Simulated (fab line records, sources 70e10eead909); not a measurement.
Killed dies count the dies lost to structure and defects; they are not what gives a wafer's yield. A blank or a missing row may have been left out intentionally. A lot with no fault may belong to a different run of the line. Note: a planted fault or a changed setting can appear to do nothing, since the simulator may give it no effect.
Chamber matching | flow nand-harc | rie-diel-08 running NHARC_A_STAIRCASE_DESCUM_11: 3 sister chambers
The step chemistry O2, time 3 s. 3 wafers are shown with their chamber, then 4 later ones without.

== EACH WAFER AND ITS CHAMBER ==
wafer  | chamber | drypump-motor-current-A (A)
L082.4 | 0       | 5.5
L084.2 | 1       | 5.6
L084.5 | 2       | 6.2

== WAFERS WHOSE CHAMBER IS MISSING ==
wafer  | drypump-motor-current-A (A)
L086.1 | 5.5
L094.2 | 6.2
L094.5 | 5.5
L094.6 | 5.7

== CHAMBER TAKEN BY EACH ==
wafer  | from the rows above     | in truth
L086.1 | can't be placed: 0 or 1 | 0
L094.2 | 2                       | 2
L094.5 | can't be placed: 0 or 1 | 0
L094.6 | can't be placed: 1 or 0 | 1
1 of 4 placed correctly. Not placeable from these rows: 3 (in 3, the candidates include the true chamber). Number placed wrongly: 0.
How it was worked out, from the rows above alone: a wafer's distance from a chamber is the root of the sum, over the readings, of the square of ((its reading less the chamber's mean) divided by the reading's scatter). If the next closest chamber is less than 2 further off than the closest, the wafer can't be placed; otherwise it belongs to the closest. For every chamber, the mean is computed from those of its wafers that are shown. The scatter: with one shown wafer a chamber, the root of the mean of the squares of how far each hidden wafer lies from its nearest shown one.
